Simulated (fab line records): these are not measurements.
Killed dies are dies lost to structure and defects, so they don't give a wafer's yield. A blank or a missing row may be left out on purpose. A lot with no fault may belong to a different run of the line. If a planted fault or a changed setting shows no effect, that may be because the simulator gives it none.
Chamber matching	flow n5-finfet	N5_BEOL_M0_PRE_CLEAN_131 on cvd-co-01: 3 sister chambers
The step time 15 s. 6 wafers are shown with their chamber, then 7 later ones without.

## EACH WAFER AND ITS CHAMBER
wafer	chamber	heater-power-w (W)
L354.4	0	83
L354.5	1	93
L355.2	0	81
L355.6	2	70
L356.1	1	96
L356.3	2	71

## WAFERS WHOSE CHAMBER IS MISSING
wafer	heater-power-w (W)
L356.5	85
L359.1	95
L359.5	94
L359.6	83
L360.1	93
L360.2	85
L360.4	86

## THE CHAMBER EACH PASSED THROUGH
wafer	from the rows above	in truth
L356.5	0	0
L359.1	1	1
L359.5	1	1
L359.6	0	0
L360.1	1	1
L360.2	0	0
L360.4	0	0
Correctly placed: 7 of 7. Number that these rows cannot place: 0. Number placed wrongly: 0.
How it was worked out, from the rows above alone: a wafer's distance from a chamber is the root of the sum, over the readings, of the square of ((its reading less the chamber's mean) divided by the reading's scatter). If the next closest chamber is less than 2 further off than the closest, the wafer can't be placed; otherwise it belongs to the closest. Each chamber's mean is taken over the wafers shown for it. How the scatter is found: for the shown wafers, subtract from each reading the mean of its chamber, square and add these, divide the total by (wafers less chambers), then take the root.
